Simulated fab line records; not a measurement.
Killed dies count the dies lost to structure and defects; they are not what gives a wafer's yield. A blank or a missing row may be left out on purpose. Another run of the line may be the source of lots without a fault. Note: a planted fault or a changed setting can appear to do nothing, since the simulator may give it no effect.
fab line records	flow n5_finfet
[record] lots = 24	wafers = 72	last_day = 19
route steps=1938 shown BEOL_M9@1440 BEOL_M10@1471
lots with no fault: from the same line, run without faults
start_h: the number of hours between the record's first day and the start of the first shown wafer of the lot	wait_h: hours since the lot's step before	" repeats the value in the row above	L1.1+2: one row covering several wafers at once	- value missing, or start not given	* or withheld: withheld	< > ~ a bound
route shown NAME@n: NAME is a module with steps in the file, n the number in the route of the first one	usual: average and standard deviation across the fault-free wafers	same: alike in all rows	chamber/n: place in a boat	sites: per-site readings	_std_site: the standard deviation of these	_edge_site: the outer-site mean with the inner-site mean subtracted	radius_mm: for every site, how far away it sits from the centre of the wafer	mask NAME#n: copy n	behind: the most recent tool/chamber to have shaped the wafer	hold: why the lot went on hold/how many hours it stayed there/how the hold came to an end	device: names the non-switching transistor (n, p or np)	end of line: the same wafers' tests at the end of the route	where a step has no rows: the recipe by itself	killed: dies that structure and defects cost at the first sort, which is not the same as the wafer's yield	map: shows each die of a wafer: x if killed, . if not, _ if none is there
set.NAME: the setting that was run; set.NAME@STEP: the one run at that earlier step	model.NAME: the simulator's own value behind a step, which no gauge read
a sample of lots followed through the steps of the route, with each step as a table and each wafer as a row
services: a tool's chamber out of use, with start hour (start_h, from the record's first day; less than 0 if before it), hours out, and reason
[[steps]]
[step N5_BEOL_M9_ETCH_66]
[recipe] chemistry = N2/H2	target = SOC	target_depth_a = 800	overetch_a = 160	mask_material = SiARC	temp_c = 40	time_s = 120	ion_energy_ev = 200	pressure_mtorr = 30	source_w = 840	bias_w = 150	n2_flow_sccm = 200	h2_flow_sccm = 200
[usual] drypump_motor_current_A = 6.1/0.45	oes_product_au = 0.60/0.07	rf_fwd_power_W = 835.7/2.6	rf_vpp_V = 523/3.8	showerhead_plenum_p_Torr = 2.51/0.13	throttle_valve_pct = 17.8/0.32
lot.wafer	tool	chamber	start_h	wait_h	drypump_motor_current_A	oes_product_au	rf_fwd_power_W	rf_hours_counter_h	rf_vpp_V	showerhead_plenum_p_Torr	throttle_valve_pct
L074.1	rie_diel-06	0	249.36	0.0	6.0	0.74	834.8	9	522	2.49	17.3
L074.4	"	1	"	"	6.0	0.60	840.0	133	518	2.35	17.7
L074.6	"	3	"	"	6.6	0.53	833.2	-	520	2.41	18.2
L076.3	rie_diel-01	1	249.53	0.0	5.6	0.53	839.0	230	524	2.51	18.3
L076.4	"	2	"	"	5.4	0.58	831.4	124	524	2.56	17.9
L076.6	"	0	"	"	5.9	0.55	836.2	-	521	2.51	18.2
L075.2	rie_diel-06	2	249.81	0.0	5.6	0.56	839.2	184	527	2.63	17.9
L075.4	"	3	"	"	6.7	0.53	837.1	244	521	2.41	18.2
L075.6	"	1	"	"	6.0	0.60	837.3	-	518	2.35	17.7
L077.4	rie_diel-02	2	253.80	0.0	6.7	0.59	835.0	141	519	2.35	17.9
L077.5	"	3	"	"	6.2	0.54	835.1	-	520	2.42	18.4
L077.6	"	2	"	"	6.7	0.59	837.8	-	519	2.35	17.9
L078.1	rie_diel-06	0	253.84	0.0	6.0	0.72	837.5	11	524	2.49	17.3
L078.3	"	1	"	"	6.0	0.60	834.7	134	518	2.35	17.7
L078.5	"	3	"	"	6.6	0.53	834.8	-	521	2.41	18.2
L079.2	rie_diel-06	2	272.44	0.0	5.6	0.56	835.8	190	526	2.63	17.9
L079.5	"	2	"	"	5.6	0.55	840.9	-	525	2.63	17.9
L079.6	"	3	"	"	6.6	0.53	836.6	-	520	2.41	18.2
L081.3	rie_diel-02	3	276.16	0.0	6.2	0.54	838.6	194	521	2.42	18.4
L081.5	"	1	"	"	5.5	0.57	834.3	-	525	2.63	17.8
L081.6	"	2	"	"	6.7	0.58	833.1	-	517	2.34	17.9
L080.1	rie_diel-06	2	280.86	0.0	5.6	0.55	834.7	193	526	2.63	17.9
L080.2	"	0	"	"	6.0	0.72	833.3	18	523	2.49	17.4
L080.4	"	1	"	"	6.0	0.59	837.9	-	518	2.34	17.7
L082.1	rie_diel-06	0	284.30	0.0	6.0	0.69	839.2	20	523	2.49	17.3
L082.3	"	1	"	"	6.0	0.59	838.2	144	519	2.34	17.7
L082.4	"	0	"	"	6.0	0.71	834.3	-	522	2.49	17.3
L083.1	rie_diel-02	3	286.17	0.0	6.2	0.54	836.4	197	521	2.42	18.4
L083.4	"	1	"	"	5.5	0.56	835.1	186	526	2.63	17.8
L083.6	"	1	"	"	5.5	0.56	837.6	-	527	2.63	17.8
L084.1	rie_diel-02	0	292.81	0.0	6.8	0.68	837.0	38	528	2.68	17.4
L084.3	"	1	"	"	5.5	0.56	838.9	188	527	2.63	17.8
L084.4	"	2	"	"	6.7	0.58	842.1	152	518	2.34	18.0
L085.2	rie_diel-02	0	307.58	0.0	6.8	0.67	831.5	41	529	2.68	17.4
L085.4	"	0	"	"	6.8	0.67	834.4	-	528	2.68	17.4
L085.5	"	2	"	"	6.7	0.58	834.6	-	518	2.34	17.9
L086.1	rie_diel-06	2	319.93	0.0	5.6	0.54	838.1	209	527	2.62	18.0
L086.2	"	1	"	"	6.0	0.58	835.6	157	517	2.34	17.7
L086.3	"	0	"	"	6.0	0.69	839.2	32	522	2.48	17.4
L089.1	rie_diel-06	3	325.43	0.0	6.7	0.73	832.4	11	528	2.72	17.8
L089.3	"	2	"	"	5.6	0.54	838.0	210	525	2.62	18.0
L089.6	"	2	"	"	5.6	0.54	841.8	-	526	2.62	18.0
L088.1	rie_diel-06	2	327.78	0.0	5.6	0.53	834.3	211	527	2.62	18.0
L088.3	"	1	"	"	6.0	0.58	836.8	160	519	2.34	17.8
L088.4	"	3	"	"	6.7	0.73	834.7	12	528	2.72	17.8
L087.2	rie_diel-02	3	329.87	0.0	6.2	0.53	837.4	211	520	2.41	18.4
L087.4	"	0	"	"	6.8	0.66	832.7	-	527	2.68	17.4
L087.6	"	2	"	"	6.6	0.58	839.4	-	518	2.34	18.0
L091.1	rie_diel-01	3	330.07	0.0	6.3	0.73	837.6	14	523	2.50	17.5
L091.3	"	2	"	"	5.4	0.55	837.5	153	524	2.55	17.9
L091.4	"	2	"	"	5.4	0.56	834.2	-	525	2.55	17.9
L090.1	rie_diel-02	2	348.07	0.0	6.7	0.57	836.0	170	518	2.34	18.0
L090.2	"	1	"	"	5.5	0.56	834.8	193	526	2.62	17.8
L090.4	"	0	"	"	6.8	0.65	834.9	55	528	2.67	17.4
L092.2	rie_diel-06	3	354.77	0.0	6.7	0.71	832.8	20	528	2.72	17.8
L092.3	"	0	"	"	6.0	0.67	838.5	44	522	2.48	17.4
L092.5	"	2	"	"	5.6	0.53	838.3	-	527	2.62	18.0
L095.1	rie_diel-01	2	368.07	0.0	5.4	0.55	836.4	164	524	2.54	17.9
L095.2	"	0	"	"	5.9	0.72	831.1	2	524	2.50	17.8
L095.3	"	1	"	"	5.6	0.71	832.9	11	524	2.50	17.9
L094.2	rie_diel-02	3	371.80	0.0	6.2	0.53	834.4	224	521	2.41	18.4
L094.5	"	0	"	"	6.7	0.64	834.5	-	529	2.67	17.4
L094.6	"	3	"	"	6.2	0.53	836.1	-	520	2.41	18.4
L093.1	rie_diel-06	1	372.12	0.0	6.0	0.57	835.4	173	517	2.33	17.8
L093.2	"	2	"	"	5.6	0.54	835.6	224	525	2.61	18.0
L093.6	"	0	"	"	6.0	0.67	840.6	-	523	2.48	17.4
L096.1	rie_diel-02	3	387.51	0.0	6.2	0.52	833.0	228	519	2.40	18.4
L096.2	"	0	"	"	6.8	0.64	835.7	67	529	2.67	17.4
L096.6	"	2	"	"	6.6	0.56	836.5	-	518	2.33	18.0
L097.1	rie_diel-02	1	397.69	0.0	5.5	0.55	836.5	206	527	2.62	17.8
L097.3	"	3	"	"	6.2	0.52	836.0	231	518	2.40	18.4
L097.5	"	2	"	"	6.7	0.56	831.9	-	517	2.33	18.0
[step N5_BEOL_M9_PRE_CLEAN_45]
[recipe] gas = H2/He	time_s = 30	temp_c = 250
[usual] heater_power_w = 349/26
lot.wafer	tool	chamber	start_h	wait_h	heater_power_w
L074.1	pvd_sputter-01	-	250.70	0.0	348
L074.4	"	-	"	"	380
L074.6	"	-	"	"	353
L076.3	pvd_sputter-01	-	250.88	0.0	382
L076.4	"	-	"	"	349
L076.6	"	-	"	"	369
L075.2	pvd_sputter-03	-	251.25	0.0	355
L075.4	"	-	"	"	354
L075.6	"	-	"	"	357
L078.1	pvd_sputter-02	-	254.85	0.0	383
L078.3	"	-	"	"	329
L078.5	"	-	"	"	324
L077.4	pvd_sputter-02	-	255.13	0.0	339
L077.5	"	-	"	"	367
L077.6	"	-	"	"	342
L079.2	pvd_sputter-01	-	273.40	0.0	379
L079.5	"	-	"	"	378
L079.6	"	-	"	"	354
L081.3	pvd_sputter-02	-	277.43	0.0	322
L081.5	"	-	"	"	342
L081.6	"	-	"	"	330
L080.1	pvd_sputter-02	-	281.90	0.0	323
L080.2	"	-	"	"	372
L080.4	"	-	"	"	342
L082.1	pvd_sputter-01	-	285.81	0.0	385
L082.3	"	-	"	"	358
L082.4	"	-	"	"	321
L083.1	pvd_sputter-01	-	287.12	0.0	327
L083.4	"	-	"	"	349
L083.6	"	-	"	"	381
L084.1	pvd_sputter-01	-	294.53	0.0	312
L084.3	"	-	"	"	376
L084.4	"	-	"	"	350
L085.2	pvd_sputter-03	-	309.59	0.0	288
L085.4	"	-	"	"	377
L085.5	"	-	"	"	354
L086.1	pvd_sputter-03	-	322.43	0.0	388
L086.2	"	-	"	"	298
L086.3	"	-	"	"	354
L089.1	pvd_sputter-03	-	326.51	0.0	355
L089.3	"	-	"	"	342
L089.6	"	-	"	"	292
L088.1	pvd_sputter-02	-	330.24	0.0	330
L088.3	"	-	"	"	352
L088.4	"	-	"	"	315
L087.2	pvd_sputter-01	-	331.00	0.0	380
L087.4	"	-	"	"	372
L087.6	"	-	"	"	320
L091.1	pvd_sputter-01	-	331.08	0.0	383
L091.3	"	-	"	"	329
L091.4	"	-	"	"	370
L090.1	pvd_sputter-01	-	350.71	0.0	316
L090.2	"	-	"	"	374
L090.4	"	-	"	"	387
L092.2	pvd_sputter-02	-	355.88	0.0	345
L092.3	"	-	"	"	373
L092.5	"	-	"	"	344
L095.1	pvd_sputter-03	-	369.08	0.0	352
L095.2	"	-	"	"	377
L095.3	"	-	"	"	292
L094.2	pvd_sputter-02	-	372.92	0.0	368
L094.5	"	-	"	"	346
L094.6	"	-	"	"	375
L093.1	pvd_sputter-02	-	373.06	0.0	314
L093.2	"	-	"	"	322
L093.6	"	-	"	"	378
L096.1	pvd_sputter-03	-	388.52	0.0	289
L096.2	"	-	"	"	385
L096.6	"	-	"	"	298
L097.1	pvd_sputter-02	-	398.73	0.0	323
L097.3	"	-	"	"	359
L097.5	"	-	"	"	328
[step N5_BEOL_M9_INSPECT_58]
[recipe] inspect_instrument = darkfield	mode = post_dep
[usual] raw_defect_count = 67/22
lot.wafer	tool	chamber	start_h	wait_h	raw_defect_count
L074.1	defect_inspect-01	-	252.39	0.0	66
L074.4	"	-	"	"	41
L074.6	"	-	"	"	45
L076.3	defect_inspect-02	-	252.58	0.0	44
L076.4	"	-	"	"	51
L076.6	"	-	"	"	59
L075.2	defect_inspect-01	-	252.92	0.0	56
L075.4	"	-	"	"	81
L075.6	"	-	"	"	96
L078.1	defect_inspect-01	-	257.17	0.0	36
L078.3	"	-	"	"	41
L078.5	"	-	"	"	31
L077.4	defect_inspect-01	-	257.44	0.0	66
L077.5	"	-	"	"	58
L077.6	"	-	"	"	91
L079.2	defect_inspect-02	-	275.08	0.0	57
L079.5	"	-	"	"	46
L079.6	"	-	"	"	68
L081.3	defect_inspect-02	-	279.13	0.0	77
L081.5	"	-	"	"	94
L081.6	"	-	"	"	80
L080.1	defect_inspect-01	-	284.14	0.0	50
L080.2	"	-	"	"	52
L080.4	"	-	"	"	37
L082.1	defect_inspect-01	-	288.61	0.0	49
L082.3	"	-	"	"	78
L082.4	"	-	"	"	65
L083.1	defect_inspect-01	-	289.43	0.0	61
L083.4	"	-	"	"	32
L083.6	"	-	"	"	37
L084.1	defect_inspect-02	-	298.82	0.0	100
L084.3	"	-	"	"	83
L084.4	"	-	"	"	77
L085.2	defect_inspect-02	-	311.85	0.0	53
L085.4	"	-	"	"	49
L085.5	"	-	"	"	60
L086.1	defect_inspect-02	-	324.17	0.0	60
L086.2	"	-	"	"	62
L086.3	"	-	"	"	82
L089.1	defect_inspect-02	-	329.05	0.0	68
L089.3	"	-	"	"	78
L089.6	"	-	"	"	41
L088.1	defect_inspect-02	-	332.02	0.0	79
L088.3	"	-	"	"	93
L088.4	"	-	"	"	52
L087.2	defect_inspect-02	-	332.71	0.0	44
L087.4	"	-	"	"	51
L087.6	"	-	"	"	54
L091.1	defect_inspect-02	-	333.19	0.0	81
L091.3	"	-	"	"	108
L091.4	"	-	"	"	114
L090.1	defect_inspect-01	-	352.45	0.0	79
L090.2	"	-	"	"	73
L090.4	"	-	"	"	92
L092.2	defect_inspect-01	-	357.54	0.0	57
L092.3	"	-	"	"	110
L092.5	"	-	"	"	57
L095.1	defect_inspect-01	-	370.79	0.0	44
L095.2	"	-	"	"	81
L095.3	"	-	"	"	40
L094.2	defect_inspect-02	-	376.35	0.0	71
L094.5	"	-	"	"	54
L094.6	"	-	"	"	89
L093.1	defect_inspect-01	-	376.80	0.0	66
L093.2	"	-	"	"	83
L093.6	"	-	"	"	104
L096.1	defect_inspect-02	-	392.96	0.0	62
L096.2	"	-	"	"	64
L096.6	"	-	"	"	64
L097.1	defect_inspect-01	-	403.00	0.0	58
L097.3	"	-	"	"	48
L097.5	"	-	"	"	89
[step N5_BEOL_M10_CURE_71]
[recipe] temp_c = 385	time_s = 240	ambient = He/Ar	material = SiCOH_lowk
[usual] lamp_power_pct = 52.31/0.047	wafer_temp_C_max = 386.8/0.63
lot.wafer	tool	chamber	start_h	wait_h	lamp_power_pct	wafer_temp_C_max
L074.1	uv_cure-03	2	252.50	0.0	52.38	386.3
L074.4	"	2	"	"	52.27	386.0
L074.6	"	2	"	"	52.24	385.7
L076.3	uv_cure-02	1	252.85	0.2	52.33	387.0
L076.4	"	1	"	"	52.30	387.6
L076.6	"	1	"	"	52.39	387.2
L075.2	uv_cure-01	1	253.11	0.1	52.27	386.5
L075.4	"	1	"	"	52.26	387.3
L075.6	"	1	"	"	52.31	387.5
L078.1	uv_cure-03	2	257.28	0.0	52.27	386.0
L078.3	"	2	"	"	52.29	386.2
L078.5	"	2	"	"	52.34	386.5
L077.4	uv_cure-02	2	257.79	0.3	52.33	386.3
L077.5	"	2	"	"	52.38	386.8
L077.6	"	2	"	"	52.41	387.3
L079.2	uv_cure-01	0	275.35	0.2	52.30	386.0
L079.5	"	0	"	"	52.33	386.4
L079.6	"	0	"	"	52.33	386.4
L081.3	uv_cure-03	0	279.41	0.2	52.30	388.1
L081.5	"	0	"	"	52.36	388.1
L081.6	"	0	"	"	52.30	388.7
L080.1	uv_cure-01	2	284.26	0.0	52.30	386.7
L080.2	"	2	"	"	52.23	386.5
L080.4	"	2	"	"	52.30	386.5
L082.1	uv_cure-03	2	288.72	0.0	52.29	385.9
L082.3	"	2	"	"	52.27	386.5
L082.4	"	2	"	"	52.32	386.4
L083.1	uv_cure-02	2	289.58	0.1	52.29	387.1
L083.4	"	2	"	"	52.27	387.2
L083.6	"	2	"	"	52.33	387.6
L084.1	uv_cure-03	1	298.93	0.0	52.31	386.6
L084.3	"	1	"	"	52.30	386.5
L084.4	"	1	"	"	52.30	386.5
L085.2	uv_cure-01	1	312.05	0.1	52.37	386.8
L085.4	"	1	"	"	52.32	387.3
L085.5	"	1	"	"	52.31	388.2
L086.1	uv_cure-02	1	324.29	0.0	52.33	387.5
L086.2	"	1	"	"	52.32	387.4
L086.3	"	1	"	"	52.25	387.1
L089.1	uv_cure-01	2	329.16	0.0	52.42	386.2
L089.3	"	2	"	"	52.39	386.8
L089.6	"	2	"	"	52.24	386.4
L088.1	uv_cure-02	0	332.14	0.0	52.22	386.6
L088.3	"	0	"	"	52.37	386.4
L088.4	"	0	"	"	52.29	386.7
L087.2	uv_cure-01	1	332.90	0.1	52.26	387.6
L087.4	"	1	"	"	52.37	387.5
L087.6	"	1	"	"	52.34	386.5
L091.1	uv_cure-03	2	333.31	0.0	52.28	385.7
L091.3	"	2	"	"	52.24	385.8
L091.4	"	2	"	"	52.28	385.7
L090.1	uv_cure-02	2	352.57	0.0	52.31	387.8
L090.2	"	2	"	"	52.32	387.2
L090.4	"	2	"	"	52.33	387.2
L092.2	uv_cure-02	2	357.73	0.1	52.26	387.1
L092.3	"	2	"	"	52.33	386.5
L092.5	"	2	"	"	52.31	386.6
L095.1	uv_cure-01	0	370.90	0.0	52.20	386.4
L095.2	"	0	"	"	52.29	386.2
L095.3	"	0	"	"	52.33	386.1
L094.2	uv_cure-03	1	376.54	0.1	52.26	387.3
L094.5	"	1	"	"	52.34	387.3
L094.6	"	1	"	"	52.29	386.2
L093.1	uv_cure-01	2	376.91	0.1	52.30	386.7
L093.2	"	2	"	"	52.36	386.6
L093.6	"	2	"	"	52.39	385.8
L096.1	uv_cure-03	1	393.07	0.0	52.30	387.0
L096.2	"	1	"	"	52.36	387.7
L096.6	"	1	"	"	52.32	387.6
L097.1	uv_cure-03	1	403.11	0.0	52.31	386.9
L097.3	"	1	"	"	52.28	386.4
L097.5	"	1	"	"	52.26	386.5
[step N5_BEOL_M10_HM_DEP_02]
[recipe] material = TiN	target_thk_a = 200	temp_c = 25	chamber_pressure_pa = 0.49996
[usual] throttle_valve_pct = 30.1/1.1
lot.wafer	tool	chamber	start_h	wait_h	throttle_valve_pct
L076.3	pvd_sputter-02	-	254.03	0.8	30.2
L076.4	"	-	"	"	29.3
L076.6	"	-	"	"	30.6
L074.1	pvd_sputter-02	-	254.13	0.6	29.9
L074.4	"	-	"	"	29.2
L074.6	"	-	"	"	30.2
L075.2	pvd_sputter-02	-	254.23	0.6	30.5
L075.4	"	-	"	"	29.4
L075.6	"	-	"	"	29.5
L077.4	pvd_sputter-01	-	259.89	1.7	32.3
L077.5	"	-	"	"	31.3
L077.6	"	-	"	"	32.4
L078.1	pvd_sputter-03	-	259.90	1.6	30.5
L078.3	"	-	"	"	29.4
L078.5	"	-	"	"	28.9
L079.2	pvd_sputter-02	-	277.29	1.1	30.6
L079.5	"	-	"	"	29.7
L079.6	"	-	"	"	30.6
L081.3	pvd_sputter-02	-	281.34	1.5	30.7
L081.5	"	-	"	"	29.4
L081.6	"	-	"	"	29.2
L080.1	pvd_sputter-01	-	285.93	1.1	29.0
L080.2	"	-	"	"	31.1
L080.4	"	-	"	"	31.1
L082.1	pvd_sputter-03	-	290.85	1.6	29.7
L082.3	"	-	"	"	28.5
L082.4	"	-	"	"	30.8
L083.1	pvd_sputter-03	-	291.53	1.4	29.6
L083.4	"	-	"	"	29.4
L083.6	"	-	"	"	30.6
L084.1	pvd_sputter-01	-	302.04	2.1	30.9
L084.3	"	-	"	"	31.9
L084.4	"	-	"	"	30.8
L085.2	pvd_sputter-03	-	313.29	0.8	28.9
L085.4	"	-	"	"	29.4
L085.5	"	-	"	"	29.5
L086.1	pvd_sputter-03	-	326.21	1.4	28.3
L086.2	"	-	"	"	29.4
L086.3	"	-	"	"	30.9
L089.1	pvd_sputter-01	-	330.86	1.1	30.9
L089.3	"	-	"	"	32.1
L089.6	"	-	"	"	29.1
L088.1	pvd_sputter-01	-	334.54	1.8	32.1
L088.3	"	-	"	"	31.2
L088.4	"	-	"	"	31.1
L087.2	pvd_sputter-01	-	334.84	1.4	29.2
L087.4	"	-	"	"	28.7
L087.6	"	-	"	"	32.1
L091.1	pvd_sputter-01	-	335.16	1.3	32.4
L091.3	"	-	"	"	29.2
L091.4	"	-	"	"	30.8
L090.1	pvd_sputter-02	-	354.96	1.8	30.2
L090.2	"	-	"	"	29.3
L090.4	"	-	"	"	30.4
L092.2	pvd_sputter-02	-	359.86	1.6	29.1
L092.3	"	-	"	"	29.7
L092.5	"	-	"	"	30.4
L095.1	pvd_sputter-01	-	372.12	0.6	32.3
L095.2	"	-	"	"	28.8
L095.3	"	-	"	"	31.1
L094.2	pvd_sputter-03	-	378.75	1.7	30.7
L094.5	"	-	"	"	28.2
L094.6	"	-	"	"	29.5
L093.1	pvd_sputter-02	-	379.20	1.7	29.7
L093.2	"	-	"	"	30.8
L093.6	"	-	"	"	29.4
L096.1	pvd_sputter-01	-	393.94	0.3	29.0
L096.2	"	-	"	"	31.0
L096.6	"	-	"	"	29.0
L097.1	pvd_sputter-03	-	404.56	0.9	28.4
L097.3	"	-	"	"	29.1
L097.5	"	-	"	"	29.4
[step N5_BEOL_M10_STRIP_67]
[recipe] chemistry = CF4	resist = SiARC	power_w = 300	bias_power_w = 75	pressure_mtorr = 50	cf4_flow_sccm = 150	rf_frequency_hz = 6e+07
[usual] cf4_flow_sccm = 150.0/0.46	drypump_motor_current_A = 5.6/0.59	oes_product_au = 0.80/0.059	rf_vpp_V = 271.3/1.5	showerhead_plenum_p_Torr = 1.80/0.061	throttle_valve_pct = 13.56/0.22
lot.wafer	tool	chamber	start_h	wait_h	cf4_flow_sccm	drypump_motor_current_A	oes_product_au	rf_hours_counter_h	rf_vpp_V	showerhead_plenum_p_Torr	throttle_valve_pct
L076.3	rie_diel-05	0	254.84	0.0	150.4	5.1	0.83	69	273.3	1.83	13.42
L076.4	"	1	"	"	149.9	5.5	0.72	211	273.3	1.85	13.95
L076.6	"	3	"	"	149.2	5.7	0.80	-	270.7	1.75	13.44
L074.1	rie_diel-03	0	255.01	0.0	149.7	5.7	0.88	31	273.7	1.90	13.47
L074.4	"	1	"	"	149.4	4.7	0.81	84	270.2	1.73	13.63
L074.6	"	0	"	"	150.6	5.7	0.88	-	273.7	1.90	13.45
L075.2	rie_diel-04	2	255.20	0.0	149.3	4.9	0.93	13	272.9	1.92	13.36
L075.4	"	1	"	"	149.8	6.3	0.86	41	271.7	1.81	13.14
L075.6	"	0	"	"	150.2	6.2	0.70	-	271.5	1.78	13.99
L077.4	rie_diel-04	1	260.77	0.0	150.1	6.3	0.86	42	271.7	1.81	13.14
L077.5	"	2	"	"	149.6	4.9	0.93	-	272.3	1.92	13.35
L077.6	"	1	"	"	148.9	6.3	0.86	-	271.8	1.81	13.13
L078.1	rie_diel-05	2	260.97	0.0	150.1	6.6	0.80	82	271.3	1.81	13.37
L078.3	"	3	"	"	150.0	5.7	0.81	84	269.3	1.75	13.44
L078.5	"	0	"	"	149.5	5.1	0.83	-	270.0	1.83	13.43
L079.2	rie_diel-05	1	278.08	0.0	149.7	5.5	0.71	220	272.9	1.85	13.96
L079.5	"	3	"	"	150.1	5.7	0.80	-	269.3	1.75	13.48
L079.6	"	0	"	"	150.3	5.1	0.82	-	272.1	1.83	13.44
L081.3	rie_diel-03	3	282.18	0.0	150.0	5.1	0.83	65	270.0	1.75	13.38
L081.5	"	2	"	"	149.6	5.1	0.79	-	269.5	1.73	13.49
L081.6	"	1	"	"	149.6	4.7	0.80	-	269.3	1.73	13.64
L080.1	rie_diel-04	1	286.74	0.0	151.0	6.3	0.86	50	271.1	1.81	13.14
L080.2	"	3	"	"	150.5	6.2	0.72	215	272.8	1.86	13.95
L080.4	"	2	"	"	150.3	4.9	0.90	23	271.8	1.92	13.37
L082.1	rie_diel-03	2	291.66	0.0	150.2	5.1	0.79	99	268.8	1.72	13.53
L082.3	"	0	"	"	150.2	5.7	0.87	44	274.0	1.90	13.48
L082.4	"	1	"	"	149.7	4.7	0.79	97	271.4	1.73	13.67
L083.1	rie_diel-04	3	292.22	0.0	150.6	6.2	0.73	216	273.2	1.86	13.96
L083.4	"	0	"	"	150.2	6.2	0.70	228	270.0	1.78	14.03
L083.6	"	2	"	"	149.9	4.9	0.90	-	274.3	1.92	13.36
L084.1	rie_diel-05	1	302.73	0.0	150.2	5.5	0.71	227	274.2	1.85	13.99
L084.3	"	3	"	"	150.9	5.7	0.79	97	270.3	1.75	13.48
L084.4	"	2	"	"	149.7	6.6	0.79	95	272.2	1.81	13.41
L085.2	rie_diel-05	2	314.11	0.0	150.2	6.6	0.79	100	272.3	1.81	13.43
L085.4	"	1	"	"	149.9	5.5	0.70	232	272.0	1.85	14.00
L085.5	"	2	"	"	149.6	6.6	0.78	-	270.2	1.81	13.42
L086.1	rie_diel-05	0	327.05	0.0	150.1	5.1	0.80	95	271.5	1.82	13.50
L086.2	"	2	"	"	150.6	6.6	0.78	105	271.7	1.80	13.43
L086.3	"	1	"	"	150.8	5.5	0.70	236	270.9	1.85	14.01
L089.1	rie_diel-05	0	331.68	0.0	149.7	5.1	0.79	97	271.5	1.82	13.48
L089.3	"	2	"	"	149.9	6.6	0.78	106	271.7	1.80	13.42
L089.6	"	0	"	"	149.6	5.1	0.80	-	272.1	1.82	13.49
L088.1	rie_diel-05	3	335.35	0.0	150.3	5.7	0.77	110	270.9	1.75	13.53
L088.3	"	2	"	"	150.1	6.6	0.78	107	271.0	1.80	13.43
L088.4	"	1	"	"	150.1	5.5	0.70	238	272.5	1.85	14.02
L087.2	rie_diel-03	0	335.60	0.0	150.4	5.7	0.85	62	272.7	1.89	13.52
L087.4	"	2	"	"	149.9	5.1	0.77	-	271.0	1.72	13.54
L087.6	"	0	"	"	150.1	5.7	0.84	-	274.0	1.89	13.53
L091.1	rie_diel-03	0	335.86	0.0	149.7	5.7	0.85	62	273.5	1.89	13.52
L091.3	"	1	"	"	149.9	4.7	0.77	116	270.1	1.72	13.71
L091.4	"	1	"	"	149.9	4.7	0.78	-	270.3	1.72	13.71
L090.1	rie_diel-03	3	356.22	0.0	150.3	5.1	0.80	86	269.0	1.75	13.42
L090.2	"	2	"	"	149.5	5.1	0.77	123	271.0	1.72	13.59
L090.4	"	1	"	"	149.8	4.7	0.77	122	268.4	1.72	13.72
L092.2	rie_diel-04	1	360.68	0.0	149.8	6.3	0.82	75	272.4	1.80	13.22
L092.3	"	3	"	"	149.4	6.2	0.71	241	273.0	1.85	14.01
L092.5	"	3	"	"	150.3	6.2	0.71	-	271.4	1.85	14.01
L095.1	rie_diel-03	1	373.26	0.0	150.0	4.7	0.76	127	270.8	1.72	13.73
L095.2	"	0	"	"	149.9	5.7	0.83	73	274.3	1.89	13.57
L095.3	"	2	"	"	149.9	5.1	0.76	128	270.2	1.72	13.58
L094.2	rie_diel-05	2	379.56	0.0	151.1	6.6	0.76	123	271.3	1.80	13.47
L094.5	"	2	"	"	150.5	6.6	0.76	-	271.2	1.80	13.48
L094.6	"	0	"	"	149.7	5.1	0.78	-	271.1	1.82	13.54
L093.1	rie_diel-04	3	380.01	0.0	149.6	6.1	0.71	248	271.0	1.85	14.01
L093.2	"	1	"	"	150.2	6.3	0.82	83	270.4	1.80	13.23
L093.6	"	0	"	"	150.0	6.2	0.95	-	269.6	1.77	13.48
L096.1	rie_diel-05	0	394.76	0.0	150.2	5.1	0.77	121	272.6	1.82	13.52
L096.2	"	3	"	"	149.7	5.7	0.76	132	269.7	1.74	13.55
L096.6	"	0	"	"	150.5	5.1	0.78	-	272.3	1.82	13.52
L097.1	rie_diel-05	0	405.38	0.0	149.6	5.1	0.78	124	271.3	1.81	13.56
L097.3	"	1	"	"	149.6	5.5	0.96	5	271.7	1.84	13.51
L097.5	"	0	"	"	148.6	5.1	0.78	-	269.9	1.81	13.56
[[services]]
tool	chamber	start_h	hours	kind
rie_diel-06	-	227.86	0.3	repair
rie_diel-04	1	232.41	6.1	repair
rie_diel-02	3	237.17	2.9	repair
uv_cure-02	-	248.32	1.0	pm
rie_diel-04	0	267.86	1.3	repair
rie_diel-06	3	274.05	-	clean
rie_diel-06	3	274.05	-	consumable_replace:focus_ring
rie_diel-06	3	274.05	-	consumable_replace:showerhead
rie_diel-06	3	274.05	15.7	scheduled_down
rie_diel-06	3	274.05	15.7	vent_cycle
rie_diel-03	-	317.11	0.4	repair
rie_diel-01	1	329.54	2.5	repair
rie_diel-03	-	340.17	4.3	pm
rie_diel-01	-	345.20	2.8	pm
rie_diel-04	0	355.39	-	clean
rie_diel-04	0	355.39	-	consumable_replace:focus_ring
rie_diel-05	1	364.60	-	clean
rie_diel-05	1	364.60	-	consumable_replace:focus_ring
rie_diel-05	1	364.60	27.4	scheduled_down
rie_diel-05	1	364.60	27.4	vent_cycle
rie_diel-04	3	385.64	-	clean
rie_diel-04	3	385.64	-	consumable_replace:focus_ring
rie_diel-04	-	386.34	1.0	repair
uv_cure-02	-	403.21	4.4	repair
[[key]]
fault none
